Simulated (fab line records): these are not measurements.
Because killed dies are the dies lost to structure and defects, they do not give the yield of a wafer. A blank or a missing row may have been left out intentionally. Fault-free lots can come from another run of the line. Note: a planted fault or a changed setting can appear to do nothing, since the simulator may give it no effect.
Struck lot and sound lot, side by side :: flow nand harc :: 20 out of 1302 route steps
Sound: the wafers L326.1, L326.5, L326.6. Struck: wafer L339.6 (left out: L339.4, L339.5 of the same lot, which were not struck); the cause appears at the end.
Per side, at each step with rows, come the tool, then ch with its chambers, and then its first start. Under that, the readings that differ: sound wafers :: struck wafers :: difference of the means :: sigmas: that difference in standard deviations of wafers without a fault.
alike: readings with means less than 2 such deviations apart, plus words and numbers identical on both sides. not compared: withheld readings, readings lacking a value on some wafer, bounds such as >300 that could conceal the same value, and numbers that have no deviation in the record and whose values overlap.
A row with sigmas, a row that says differs or no value, or rows on one side alone: a step with any of these is where the two part. Numbers that don't overlap but have no deviation are shown without sigmas and don't part them. Lack of a reading on every wafer of one side parts them only where that side has two or more wafers.

NHARC_P_CONTACT_CMP_24: polishes, t overpolish 30 s, target thk 200 nm.
  sound on cmp-04 ch 0,1, day 9 05:01; struck on cmp-01 ch 0, day 14 06:17
  alike: edge zone pressure frac, motor current A, overpolish run s, time to endpoint s
then, 1 step without rows for these wafers: NHARC_P_CONTACT_SRD_26.
NHARC_P_CONTACT_INSPECT_27:
  sound on defect inspect-02 at day 9 05:25; struck on defect inspect-02 at day 14 06:40
reading: raw defect count
sound: 325 320 259
struck: 124
difference: -177
sigmas: -2
then, 8 steps without rows for these wafers: NHARC_P_M0_DEP_00 (deposits SiOC, target thk 150 nm); NHARC_P_M0_DEHYDRATE_01 (time 120 s); NHARC_P_M0_HMDS_02 (time 30 s); NHARC_P_M0_COAT_33 (time 65 s); NHARC_P_M0_COAT_03 (resist thk 90 nm); NHARC_P_M0_SOFTBAKE_04 (time 55 s); NHARC_P_M0_EBR_05; NHARC_P_M0_EXPOSE_06 (exposes mask P M0, target cd 90 nm).
NHARC_P_M0_PEB_07: peb time 65 s.
  sound on litho track-04 ch 0, day 9 06:14; struck on litho track-01 ch 0, day 14 07:44
reading: heater power total W (W)
sound: 157.0 156.6 156.3
struck: 185.9
difference: +29.3
sigmas: +70
then, 1 step without rows for these wafers: NHARC_P_M0_DEVELOP_08 (develop time 35 s).
NHARC_P_M0_CD_MEAS_09: the cd target is 90 nm.
  sound on cd sem-03 ch 0, day 9 06:19; struck on cd sem-02 ch 0, day 14 07:50
reading: cd nm (nm)
sound: 89.2 90.2 90.0
struck: 78.5
difference: -11.3
sigmas: -18
NHARC_P_M0_OVL_MEAS_10: pitch 180 nm.
  sound on overlay-02 at day 9 06:25; struck on overlay-01 at day 14 07:55
  alike: overlay x nm, overlay y nm
NHARC_P_M0_INSPECT_11:
  sound on defect inspect-02 at day 9 06:26; struck on defect inspect-02 at day 14 07:56
  alike: raw defect count
NHARC_P_M0_DESCUM_14: chemistry O2, time 3 s.
  sound on rie diel-11 ch 0,3, day 9 06:31; struck on rie diel-04 ch 3, day 14 08:02
reading: model.P_M0.cd nm (nm)
sound: 90.22 90.67 89.83
struck: 78.47
difference: -11.77
sigmas: 
  alike: drypump motor current A, oes product au, rf vpp V, showerhead plenum p Torr, throttle valve pct
  not compared: rf hours counter h
NHARC_P_M0_ETCH_34: etches the open film in N2/H2, target depth 40 nm, overetch 12 nm, time 43.94 s.
  sound on rie diel-11 ch 1,2, day 9 06:35; struck on rie diel-04 ch 2, day 14 08:08
  alike: drypump motor current A, oes product au, rf vpp V, showerhead plenum p Torr, throttle valve pct
  not compared: rf hours counter h
NHARC_P_M0_ETCH_15: etches the open film in C4F8/Ar, target depth 150 nm, overetch 15 nm, time 82.5 s.
  sound: rie diel-11 ch 0,1; struck: rie diel-04 ch 2
reading: oes product au (a.u.)
sound: 0.924 0.927 0.922
struck: 0.961
difference: +0.037
sigmas: +2

reading: model.P_M0.cd nm (nm)
sound: 89.79 90.51 89.67
struck: 78.5
difference: -11.5
sigmas: 
  alike: rf vpp V
  not compared: rf hours counter h
NHARC_P_M0_CD_MEAS_16:
  sound on cd sem-03 at day 9 06:48; struck on cd sem-01 at day 14 08:21
reading: cd nm (nm)
sound: 89.6 90.6 89.8
struck: 78.6
difference: -11.4
sigmas: -15

## WHERE THEY PART
At NHARC_P_CONTACT_INSPECT_27 first; at NHARC_P_M0_CD_MEAS_16 last (within this record only).

WHY: whatever the simulator had introduced
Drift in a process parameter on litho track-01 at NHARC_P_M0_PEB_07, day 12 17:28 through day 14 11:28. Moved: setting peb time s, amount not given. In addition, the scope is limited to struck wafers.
